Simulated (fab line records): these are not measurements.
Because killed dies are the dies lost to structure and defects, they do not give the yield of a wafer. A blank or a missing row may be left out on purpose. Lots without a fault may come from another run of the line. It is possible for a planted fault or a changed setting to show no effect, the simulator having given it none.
Chamber matching + flow nandHarc + NHARC_A_BONDPAD_DESCUM_11 on rieDiel-03 has 4 sister chambers
The step chemistry O2, time 3 s. 33 wafers are shown with their chamber, then 12 later ones without.

== EACH WAFER AND ITS CHAMBER ==
| wafer  | chamber | drypumpMotorCurrentA (A) | oesProductAu (a.u.) | rfVppV (V) |
|--------|---------|--------------------------|---------------------|------------|
| L075.1 | 1       | 5.3                      | 1.023               | 57.0       |
| L075.5 | 3       | 5.7                      | 0.992               | 58.4       |
| L075.6 | 2       | 5.4                      | 0.986               | 58.2       |
| L078.1 | 0       | 5.0                      | 0.997               | 57.9       |
| L078.2 | 1       | 5.3                      | 1.025               | 58.8       |
| L078.3 | 3       | 5.7                      | 0.991               | 58.5       |
| L078.4 | 2       | 5.5                      | 0.983               | 57.7       |
| L078.5 | 1       | 5.3                      | 1.009               | 58.0       |
| L078.6 | 0       | 5.0                      | 0.989               | 58.6       |
| L081.1 | 0       | 5.0                      | 0.983               | 58.0       |
| L081.4 | 2       | 5.5                      | 0.985               | 58.1       |
| L081.6 | 3       | 5.7                      | 0.984               | 57.3       |
| L083.1 | 2       | 5.5                      | 0.987               | 58.7       |
| L083.2 | 0       | 5.0                      | 0.984               | 58.0       |
| L083.5 | 0       | 5.0                      | 0.985               | 55.6       |
| L083.3 | 1       | 5.3                      | 1.019               | 58.5       |
| L083.4 | 3       | 5.7                      | 0.996               | 58.6       |
| L083.6 | 1       | 5.3                      | 1.016               | 59.2       |
| L086.1 | 2       | 5.5                      | 0.985               | 58.4       |
| L086.3 | 3       | 5.7                      | 0.987               | 58.1       |
| L086.6 | 1       | 5.3                      | 1.030               | 58.0       |
| L087.3 | 2       | 5.4                      | 0.977               | 57.0       |
| L087.5 | 2       | 5.4                      | 0.986               | 58.1       |
| L087.6 | 1       | 5.3                      | 1.017               | 57.1       |
| L085.1 | 0       | 5.0                      | 0.988               | 56.6       |
| L085.5 | 3       | 5.7                      | 0.984               | 56.7       |
| L085.6 | 0       | 5.0                      | 0.990               | 58.5       |
| L089.1 | 2       | 5.4                      | 0.989               | 58.1       |
| L089.2 | 3       | 5.7                      | 0.993               | 57.1       |
| L089.5 | 1       | 5.3                      | 1.016               | 58.9       |
| L090.1 | 0       | 5.0                      | 0.988               | 57.6       |
| L090.3 | 3       | 5.7                      | 0.981               | 57.4       |
| L090.6 | 3       | 5.7                      | 0.978               | 57.4       |

SIGNATURES (means of the wafers above)
| reading              | chamber 0 | chamber 1 | chamber 2 | chamber 3 | scatter within a chamber |
|----------------------|-----------|-----------|-----------|-----------|--------------------------|
| drypumpMotorCurrentA | 5.000     | 5.300     | 5.450     | 5.700     | 0.0263                   |
| oesProductAu         | 0.98800   | 1.01937   | 0.98475   | 0.98733   | 0.00529                  |
| rfVppV               | 57.600    | 58.188    | 58.038    | 57.722    | 0.776                    |
Rule: for each reading, subtract the chamber's mean from the wafer's reading, divide by that reading's scatter and square the result; add these up over the readings and take the root, which gives the wafer's distance from the chamber. If the next closest chamber is less than 2 further off than the closest, the wafer can't be placed; otherwise it belongs to the closest. The scatter is the square root of a quotient: the sum, over the shown wafers, of each reading's squared deviation from its chamber's mean, divided by wafers minus chambers.

== WAFERS MISSING THEIR CHAMBER ==
| wafer  | drypumpMotorCurrentA (A) | oesProductAu (a.u.) | rfVppV (V) |
|--------|--------------------------|---------------------|------------|
| L092.1 | 5.3                      | 1.023               | 57.2       |
| L092.2 | 5.4                      | 0.991               | 58.8       |
| L092.4 | 4.9                      | 0.992               | 57.5       |
| L094.1 | 5.7                      | 0.968               | 57.3       |
| L094.3 | 5.3                      | 1.016               | 57.4       |
| L094.4 | 5.4                      | 0.984               | 57.8       |
| L096.2 | 5.3                      | 1.005               | 57.9       |
| L096.4 | 5.4                      | 0.980               | 59.4       |
| L096.6 | 5.0                      | 0.997               | 56.6       |
| L097.1 | 5.0                      | 0.981               | 56.3       |
| L097.3 | 5.4                      | 0.987               | 58.9       |
| L097.5 | 5.5                      | 0.991               | 59.3       |

== CHAMBER TAKEN BY EACH ==
| wafer  | from the rows above | in truth |
|--------|---------------------|----------|
| L092.1 | 1                   | 1        |
| L092.2 | 2                   | 2        |
| L092.4 | 0                   | 0        |
| L094.1 | 3                   | 3        |
| L094.3 | 1                   | 1        |
| L094.4 | 2                   | 2        |
| L096.2 | 1                   | 1        |
| L096.4 | 2                   | 2        |
| L096.6 | 0                   | 0        |
| L097.1 | 0                   | 0        |
| L097.3 | 2                   | 2        |
| L097.5 | 2                   | 2        |
Correct placement for 12 of the 12. Left unplaced by these rows: 0. Placed wrongly: 0.
